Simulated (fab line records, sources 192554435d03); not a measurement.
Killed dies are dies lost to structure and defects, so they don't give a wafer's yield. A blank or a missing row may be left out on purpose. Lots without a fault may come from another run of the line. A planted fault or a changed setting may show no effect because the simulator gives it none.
Chamber matching | flow n5_finfet | N5_BEOL_M8_ILD_DEP_00 on pecvd-04: 3 sister chambers
The step deposits SiCOH lowk from DEMS/porogen, target thk 179.75 nm, time 33.4 s. 16 wafers are shown with their chamber, then 8 later ones without.

WAFERS WITH THEIR CHAMBER
wafer  | chamber | throttle_valve_pct (%) | heater_power_outer_w (W) | heater_power_w (W)
L074.1 | 0       | 14.2                   | 104                      | 233
L074.4 | 0       | 14.0                   | 62                       | 174
L074.6 | 2       | 13.2                   | 129                      | 260
L076.3 | 2       | 13.1                   | 180                      | 335
L076.4 | 2       | 13.4                   | 180                      | 340
L076.6 | 0       | 14.0                   | 94                       | 224
L078.2 | 1       | 12.8                   | 124                      | 280
L078.4 | 2       | 13.6                   | 167                      | 318
L078.6 | 1       | 12.7                   | 121                      | 286
L082.1 | 1       | 12.9                   | 121                      | 266
L082.2 | 2       | 13.2                   | 171                      | 319
L082.6 | 0       | 14.1                   | 98                       | 225
L085.2 | 2       | 13.3                   | 171                      | 310
L085.4 | 0       | 14.2                   | 70                       | 189
L085.5 | 1       | 12.9                   | 126                      | 284
L086.1 | 0       | 14.1                   | 72                       | 193

SIGNATURES (means of the wafers above)
reading              | chamber 0 | chamber 1 | chamber 2 | scatter within a chamber
throttle_valve_pct   | 14.100    | 12.825    | 13.300    | 0.132
heater_power_outer_w | 83.33     | 123.00    | 166.33    | 16
heater_power_w       | 206.33    | 279.00    | 313.67    | 23.6
Rule: a wafer's distance from a chamber is the root of the sum, over the readings, of the square of ((its reading less the chamber's mean) divided by the reading's scatter). The wafer belongs to the nearest chamber; if the next one is less than 2 further off, it can't be placed. The scatter: the root of (the sum of the squares of (reading less its chamber's mean) over the shown wafers, divided by (wafers less chambers)).

WAFERS WITHOUT THEIR CHAMBER
wafer  | throttle_valve_pct (%) | heater_power_outer_w (W) | heater_power_w (W)
L086.3 | 13.3                   | 94                       | 242
L086.5 | 14.2                   | 76                       | 197
L084.3 | 14.2                   | 68                       | 179
L084.5 | 13.4                   | 167                      | 305
L084.6 | 13.9                   | 70                       | 192
L097.1 | 13.8                   | 148                      | 299
L097.5 | 14.2                   | 104                      | 230
L097.6 | 13.8                   | 148                      | 291

WHICH CHAMBER EACH WENT THROUGH
wafer  | from the rows above          | in truth
L086.3 | can't be placed: 1 or 2 or 0 | 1
L086.5 | 0                            | 0
L084.3 | 0                            | 0
L084.5 | 2                            | 2
L084.6 | 0                            | 0
L097.1 | 2                            | 2
L097.5 | 0                            | 0
L097.6 | can't be placed: 2 or 0      | 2
Placed correctly: 6 of 8. Can't be placed from these rows: 2 (the true chamber is among the candidates in 2). Placed wrongly: 0.
